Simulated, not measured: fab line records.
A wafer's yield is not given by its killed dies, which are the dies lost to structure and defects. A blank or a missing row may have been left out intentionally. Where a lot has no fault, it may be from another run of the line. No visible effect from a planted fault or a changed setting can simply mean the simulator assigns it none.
The tool behind it: which one? / flow nand-harc / 24 lots with 72 wafers sampled at 4 steps, on a route of 1159 steps

## WHAT THE GAUGES READ, wafer by wafer
NHARC_A_ZERO_WELL_CD_MEAS_10: the cd target is 2000 nm. Usual: cd-nm reads 2001.0 nm (standard deviation 1.8).
lot=L074; measured=day 6 09:31; on=cd-sem-02; cd-nm (nm)=2000.2 2003.1 2001.6; flag=
lot=L075; measured=day 7 06:42; on=cd-sem-01; cd-nm (nm)=2002.5 2000.3 2001.6; flag=
lot=L076; measured=day 7 07:41; on=cd-sem-01; cd-nm (nm)=2000.6 2004.7 2000.1; flag=
lot=L077; measured=day 7 08:08; on=cd-sem-01; cd-nm (nm)=1999.4 2003.7 2001.1; flag=
lot=L079; measured=day 7 18:56; on=cd-sem-03; cd-nm (nm)=2001.6 1997.4 1996.8; flag=
lot=L078; measured=day 7 19:43; on=cd-sem-02; cd-nm (nm)=2002.1 2000.4 2004.0; flag=
lot=L082; measured=day 8 11:18; on=cd-sem-03; cd-nm (nm)=2002.5 1998.7 1999.3; flag=
lot=L081; measured=day 8 11:43; on=cd-sem-02; cd-nm (nm)=2002.8 2005.0 2002.7; flag=
lot=L080; measured=day 8 12:36; on=cd-sem-02; cd-nm (nm)=1999.8 2001.4 1998.2; flag=
lot=L083; measured=day 8 22:30; on=cd-sem-03; cd-nm (nm)=2004.7 2001.4 2000.7; flag=
lot=L085; measured=day 9 02:51; on=cd-sem-02; cd-nm (nm)=2000.6 1998.7 2000.3; flag=
lot=L084; measured=day 9 07:55; on=cd-sem-03; cd-nm (nm)=2001.7 1999.9 2001.9; flag=
lot=L086; measured=day 9 19:49; on=cd-sem-03; cd-nm (nm)=2001.2 2000.1 1998.8; flag=
lot=L087; measured=day 9 22:25; on=cd-sem-03; cd-nm (nm)=2001.6 2000.6 2000.6; flag=
lot=L089; measured=day 10 08:56; on=cd-sem-01; cd-nm (nm)=2001.8 2002.2 2000.8; flag=
lot=L088; measured=day 10 09:41; on=cd-sem-02; cd-nm (nm)=2002.8 2001.4 2003.5; flag=
lot=L091; measured=day 10 19:02; on=cd-sem-01; cd-nm (nm)=1998.2 1998.4 1998.5; flag=
lot=L090; measured=day 10 19:20; on=cd-sem-02; cd-nm (nm)=1999.3 2002.6 1999.5; flag=
lot=L092; measured=day 11 00:28; on=cd-sem-01; cd-nm (nm)=1999.7 2002.2 2000.9; flag=
lot=L093; measured=day 11 03:46; on=cd-sem-03; cd-nm (nm)=2002.6 1999.4 2001.3; flag=
lot=L094; measured=day 11 13:46; on=cd-sem-03; cd-nm (nm)=2001.7 1999.8 2000.4; flag=
lot=L095; measured=day 11 14:00; on=cd-sem-02; cd-nm (nm)=1999.9 1998.0 1999.7; flag=
lot=L097; measured=day 12 00:21; on=cd-sem-01; cd-nm (nm)=2001.9 2003.8 1999.5; flag=
lot=L096; measured=day 12 07:26; on=cd-sem-01; cd-nm (nm)=2003.7 2003.7 1999.7; flag=

NHARC_A_SOURCE_PLATE_INSPECT_08. Usual: raw-defect-count reads 60 (standard deviation 26).
lot=L074; measured=day 7 08:14; on=defect-inspect-01; raw-defect-count=48 40 43; flag=
lot=L075; measured=day 8 06:04; on=defect-inspect-01; raw-defect-count=53 79 40; flag=
lot=L076; measured=day 8 06:04; on=defect-inspect-01; raw-defect-count=86 108 79; flag=
lot=L077; measured=day 8 06:04; on=defect-inspect-02; raw-defect-count=36 45 46; flag=
lot=L079; measured=day 8 19:35; on=defect-inspect-01; raw-defect-count=54 76 74; flag=
lot=L078; measured=day 8 19:38; on=defect-inspect-02; raw-defect-count=31 15 30; flag=
lot=L082; measured=day 9 09:50; on=defect-inspect-02; raw-defect-count=65 57 41; flag=
lot=L081; measured=day 9 09:50; on=defect-inspect-02; raw-defect-count=52 82 58; flag=
lot=L080; measured=day 9 09:50; on=defect-inspect-01; raw-defect-count=35 54 37; flag=
lot=L083; measured=day 9 20:32; on=defect-inspect-02; raw-defect-count=70 55 40; flag=
lot=L085; measured=day 10 00:56; on=defect-inspect-02; raw-defect-count=51 59 85; flag=
lot=L084; measured=day 10 06:47; on=defect-inspect-01; raw-defect-count=91 59 50; flag=
lot=L086; measured=day 10 19:16; on=defect-inspect-01; raw-defect-count=64 51 79; flag=
lot=L087; measured=day 10 19:15; on=defect-inspect-02; raw-defect-count=33 19 49; flag=
lot=L089; measured=day 11 07:34; on=defect-inspect-02; raw-defect-count=38 56 56; flag=
lot=L088; measured=day 11 07:33; on=defect-inspect-01; raw-defect-count=48 54 54; flag=
lot=L091; measured=day 11 17:05; on=defect-inspect-01; raw-defect-count=35 23 45; flag=
lot=L090; measured=day 11 17:05; on=defect-inspect-02; raw-defect-count=81 91 120; flag=
lot=L092; measured=day 12 00:37; on=defect-inspect-01; raw-defect-count=100 64 110; flag=
lot=L093; measured=day 12 00:37; on=defect-inspect-02; raw-defect-count=181 69 121; flag=
lot=L094; measured=day 12 12:37; on=defect-inspect-01; raw-defect-count=36 64 64; flag=
lot=L095; measured=day 12 12:37; on=defect-inspect-02; raw-defect-count=71 125 78; flag=
lot=L097; measured=day 13 00:29; on=defect-inspect-02; raw-defect-count=71 58 39; flag=
lot=L096; measured=day 13 06:07; on=defect-inspect-02; raw-defect-count=31 54 37; flag=

NHARC_A_ONON_D1_THK_MEAS_08: measures by ellipsometry. Usual: thk-nm reads 1002 nm (standard deviation 12).
lot=L074; measured=day 7 09:57; on=film-metro-02; thk-nm (nm)=991 993 992; flag=
lot=L075; measured=day 8 07:46; on=film-metro-01; thk-nm (nm)=995 994 995; flag=
lot=L076; measured=day 8 07:46; on=film-metro-02; thk-nm (nm)=1022 1020 1023; flag=
lot=L077; measured=day 8 07:47; on=film-metro-01; thk-nm (nm)=985 989 987; flag=
lot=L079; measured=day 8 21:17; on=film-metro-02; thk-nm (nm)=1001 1003 1002; flag=
lot=L078; measured=day 8 21:20; on=film-metro-01; thk-nm (nm)=1029 1025 1028; flag=
lot=L082; measured=day 9 11:33; on=film-metro-02; thk-nm (nm)=979 981 980; flag=
lot=L081; measured=day 9 11:54; on=film-metro-01; thk-nm (nm)=992 993 994; flag=
lot=L080; measured=day 9 11:41; on=film-metro-01; thk-nm (nm)=1018 1018 1017; flag=
lot=L083; measured=day 9 22:22; on=film-metro-01; thk-nm (nm)=1013 1013 1012; flag=
lot=L085; measured=day 10 02:39; on=film-metro-01; thk-nm (nm)=1012 1011 1010; flag=
lot=L084; measured=day 10 08:30; on=film-metro-01; thk-nm (nm)=1003 1004 1004; flag=
lot=L086; measured=day 10 21:02; on=film-metro-02; thk-nm (nm)=991 991 992; flag=
lot=L087; measured=day 10 21:00; on=film-metro-01; thk-nm (nm)=983 983 984; flag=
lot=L089; measured=day 11 09:31; on=film-metro-01; thk-nm (nm)=1016 1015 1015; flag=
lot=L088; measured=day 11 09:32; on=film-metro-02; thk-nm (nm)=1003 1004 1004; flag=
lot=L091; measured=day 11 18:49; on=film-metro-01; thk-nm (nm)=999 1000 998; flag=
lot=L090; measured=day 11 18:47; on=film-metro-02; thk-nm (nm)=996 994 995; flag=
lot=L092; measured=day 12 02:20; on=film-metro-02; thk-nm (nm)=1004 1007 1007; flag=
lot=L093; measured=day 12 02:20; on=film-metro-01; thk-nm (nm)=1017 1018 1020; flag=
lot=L094; measured=day 12 14:23; on=film-metro-01; thk-nm (nm)=996 996 992; flag=
lot=L095; measured=day 12 14:20; on=film-metro-01; thk-nm (nm)=1005 1002 1004; flag=
lot=L097; measured=day 13 02:11; on=film-metro-01; thk-nm (nm)=993 996 994; flag=
lot=L096; measured=day 13 07:52; on=film-metro-02; thk-nm (nm)=997 995 995; flag=

NHARC_A_ONON_D1_THK_MEAS_14: measures by ellipsometry. Usual: thk-nm reads 996 nm (standard deviation 11).
lot=L074; measured=day 7 11:05; on=film-metro-01; thk-nm (nm)=982 983 984; flag=
lot=L075; measured=day 8 08:53; on=film-metro-01; thk-nm (nm)=1009 1007 1006; flag=
lot=L076; measured=day 8 08:55; on=film-metro-02; thk-nm (nm)=998 998 999; flag=
lot=L077; measured=day 8 08:56; on=film-metro-01; thk-nm (nm)=986 986 989; flag=
lot=L079; measured=day 8 22:25; on=film-metro-01; thk-nm (nm)=999 998 999; flag=
lot=L078; measured=day 8 22:28; on=film-metro-02; thk-nm (nm)=1007 1010 1010; flag=
lot=L082; measured=day 9 12:41; on=film-metro-01; thk-nm (nm)=1006 1007 1007; flag=
lot=L081; measured=day 9 13:02; on=film-metro-02; thk-nm (nm)=998 999 1000; flag=
lot=L080; measured=day 9 12:49; on=film-metro-02; thk-nm (nm)=1010 1008 1011; flag=
lot=L083; measured=day 9 23:31; on=film-metro-02; thk-nm (nm)=986 983 987; flag=
lot=L085; measured=day 10 03:47; on=film-metro-01; thk-nm (nm)=1011 1008 1012; flag=
lot=L084; measured=day 10 09:38; on=film-metro-01; thk-nm (nm)=992 992 992; flag=
lot=L086; measured=day 10 22:10; on=film-metro-01; thk-nm (nm)=988 986 988; flag=
lot=L087; measured=day 10 22:08; on=film-metro-02; thk-nm (nm)=986 984 985; flag=
lot=L089; measured=day 11 10:47; on=film-metro-02; thk-nm (nm)=994 993 994; flag=
lot=L088; measured=day 11 10:52; on=film-metro-02; thk-nm (nm)=1002 1001 1001; flag=
lot=L091; measured=day 11 19:58; on=film-metro-02; thk-nm (nm)=998 995 999; flag=
lot=L090; measured=day 11 19:55; on=film-metro-01; thk-nm (nm)=1009 1011 1009; flag=
lot=L092; measured=day 12 03:29; on=film-metro-01; thk-nm (nm)=977 978 976; flag=
lot=L093; measured=day 12 03:29; on=film-metro-01; thk-nm (nm)=996 997 997; flag=
lot=L094; measured=day 12 15:32; on=film-metro-01; thk-nm (nm)=995 997 999; flag=
lot=L095; measured=day 12 15:28; on=film-metro-02; thk-nm (nm)=1006 1004 1007; flag=
lot=L097; measured=day 13 03:21; on=film-metro-02; thk-nm (nm)=965 964 963; flag=
lot=L096; measured=day 13 09:00; on=film-metro-02; thk-nm (nm)=1000 999 998; flag=

## TOOL THAT RAN EACH LOT (tool first, then ch and the chambers of the sampled wafers, then the start)
No process step before these readings appears in the record.

## AS READ BY THE TOOLS THEMSELVES (means over the sampled wafers that have a number; for cases with no such wafer, the mark the record gives instead)
The record holds no such reading with a usual standard deviation.

## THE ANSWER, worked out from the rows above alone
Rule: a lot is off if the mean of its wafers that have a number lies more than 3 standard deviations from the usual mean. Also off: a lot with no number at a reading for which 4 or more lots have one. All remaining lots with rows at the step are treated as sound. The gauges are gone through in route order, then the tools' own readings, and for those a lot's mean is taken as printed above. The first step at which some lot is off is used, and at that step the reading that is off furthest; a lot without a number counts as furthest.
Nothing can be told from this: no lot is off at any reading shown.

## WHAT THE SIMULATOR PUT IN
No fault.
